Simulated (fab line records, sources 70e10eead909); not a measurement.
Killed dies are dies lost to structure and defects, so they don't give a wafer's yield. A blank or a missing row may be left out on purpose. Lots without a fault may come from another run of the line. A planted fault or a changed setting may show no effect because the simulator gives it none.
Tool commonality check | flow nand_harc | 12 lots, 36 wafers sampled

WHY IT WAS OPENED
At NHARC_A_CONTACT_CD_MEAS_69 the reading cd_nm is flagged on 2 of 12 lots. Wafers without a fault read 199.8 nm, standard deviation 0.57.
Rule: a lot is flagged when every wafer of it that has a number lies more than 4 standard deviations from that mean, or none has a number. The other lots count as sound.

lot  | measured     | on        | cd_nm (nm), wafer by wafer | flag
L525 | day 16 14:10 | cd_sem-03 | 200.2 200.0 199.6          |
L528 | day 16 17:23 | cd_sem-01 | 200.0 199.6 200.1          |
L527 | day 17 01:19 | cd_sem-01 | 198.9 199.3 198.6          |
L529 | day 17 17:43 | cd_sem-02 | 200.2 200.4 200.3          |
L531 | day 17 21:10 | cd_sem-03 | 200.3 200.1 200.2          |
L530 | day 17 23:01 | cd_sem-01 | 200.8 200.4 200.6          |
L540 | day 20 13:47 | cd_sem-01 | 210.1 209.3 209.4          | FLAGGED
L543 | day 20 18:07 | cd_sem-01 | 199.0 199.6 199.5          |
L541 | day 21 00:42 | cd_sem-01 | 206.0 205.6 205.9          | FLAGGED
L547 | day 22 05:38 | cd_sem-01 | 200.7 201.0 200.9          |
L546 | day 22 06:29 | cd_sem-02 | 200.3 200.7 200.2          |
L548 | day 22 10:44 | cd_sem-02 | 199.7 199.4 199.6          |
The numbers of the flagged lots are 207.7 nm on average: +7.9 nm against the usual, or +14 standard deviations.

WHICH TOOL RAN EACH LOT
The record holds 2 process steps before the reading, out of a route of 1159 steps. In each cell: the tool, then ch and the chambers that the sampled wafers went through, then the start.
lot  | flag    | NHARC_A_CONTACT_DEP_57        | NHARC_A_CONTACT_EXPOSE_66
L525 |         | acl_dep-03 ch 0, day 16 11:40 | arfi_scanner-03 ch 0, day 16 14:01
L528 |         | acl_dep-01 ch 0, day 16 15:11 | arfi_scanner-01 ch 0, day 16 17:14
L527 |         | acl_dep-03 ch 0, day 16 22:54 | arfi_scanner-02 ch 0, day 17 01:11
L529 |         | acl_dep-02 ch 0, day 17 15:38 | arfi_scanner-02 ch 0, day 17 17:34
L531 |         | acl_dep-02 ch 0, day 17 18:43 | arfi_scanner-01 ch 0, day 17 21:02
L530 |         | acl_dep-02 ch 0, day 17 20:58 | arfi_scanner-01 ch 0, day 17 22:52
L540 | FLAGGED | acl_dep-02 ch 0, day 20 11:21 | arfi_scanner-03 ch 0, day 20 13:38
L543 |         | acl_dep-03 ch 0, day 20 15:38 | arfi_scanner-01 ch 0, day 20 17:58
L541 | FLAGGED | acl_dep-02 ch 0, day 20 22:22 | arfi_scanner-03 ch 0, day 21 00:34
L547 |         | acl_dep-01 ch 0, day 22 03:11 | arfi_scanner-02 ch 0, day 22 05:30
L546 |         | acl_dep-02 ch 0, day 22 04:35 | arfi_scanner-01 ch 0, day 22 06:22
L548 |         | acl_dep-02 ch 0, day 22 08:14 | arfi_scanner-02 ch 0, day 22 10:35
What these steps do:
- NHARC_A_CONTACT_DEP_57: deposits aC, target thk 2800 nm.
- NHARC_A_CONTACT_EXPOSE_66: exposes mask A CC 2.
- NHARC_A_CONTACT_CD_MEAS_69: target cd 200 nm.

FLAGGED OVER TOTAL, TOOL BY TOOL (the gauges that took the reading come last)
step                       | tool            | lots run | flagged | share of the flagged lots | sound lots run after its first flagged lot
NHARC_A_CONTACT_DEP_57     | acl_dep-01      | 2        | 0       | none                      | -
NHARC_A_CONTACT_DEP_57     | acl_dep-02      | 7        | 2       | all                       | 2 (L546,L548)
NHARC_A_CONTACT_DEP_57     | acl_dep-03      | 3        | 0       | none                      | -
NHARC_A_CONTACT_EXPOSE_66  | arfi_scanner-01 | 5        | 0       | none                      | -
NHARC_A_CONTACT_EXPOSE_66  | arfi_scanner-02 | 4        | 0       | none                      | -
NHARC_A_CONTACT_EXPOSE_66  | arfi_scanner-03 | 3        | 2       | all                       | 0
NHARC_A_CONTACT_CD_MEAS_69 | cd_sem-01       | 7        | 2       | all                       | 2 (L543,L547)
NHARC_A_CONTACT_CD_MEAS_69 | cd_sem-02       | 3        | 0       | none                      | -
NHARC_A_CONTACT_CD_MEAS_69 | cd_sem-03       | 2        | 0       | none                      | -

WHAT THE TABLE ALLOWS
3 rows of the table ran every flagged lot: acl_dep-02 at NHARC_A_CONTACT_DEP_57, arfi_scanner-03 at NHARC_A_CONTACT_EXPOSE_66, cd_sem-01 at NHARC_A_CONTACT_CD_MEAS_69.
- acl_dep-02 at NHARC_A_CONTACT_DEP_57: 2 of its 7 lots flagged. Sound lots ran on it after the first flagged one (L546, L548), which a lasting fault on the whole tool wouldn't allow.
- arfi_scanner-03 at NHARC_A_CONTACT_EXPOSE_66: 2 of its 3 lots flagged. Its last sound lot is L525 (day 16 14:01), its first flagged lot L540 (day 20 13:38): a fault that began between those two fits. Its own readings lie more than 4 standard deviations out on every wafer of the flagged lots: exposure_dose_mJ_cm2.
- cd_sem-01 at NHARC_A_CONTACT_CD_MEAS_69: 2 of its 7 lots flagged. Sound lots ran on it after the first flagged one (L543, L547), which a lasting fault on the whole tool wouldn't allow.
One tool is left: arfi_scanner-03 at NHARC_A_CONTACT_EXPOSE_66.

WHAT THE SIMULATOR HAD PUT IN
Process parameter drift: arfi_scanner-03, from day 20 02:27 on, at NHARC_A_CONTACT_EXPOSE_66. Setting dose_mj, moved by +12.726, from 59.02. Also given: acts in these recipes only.
Lots struck among those shown: L540, L541. The rule above found the same.
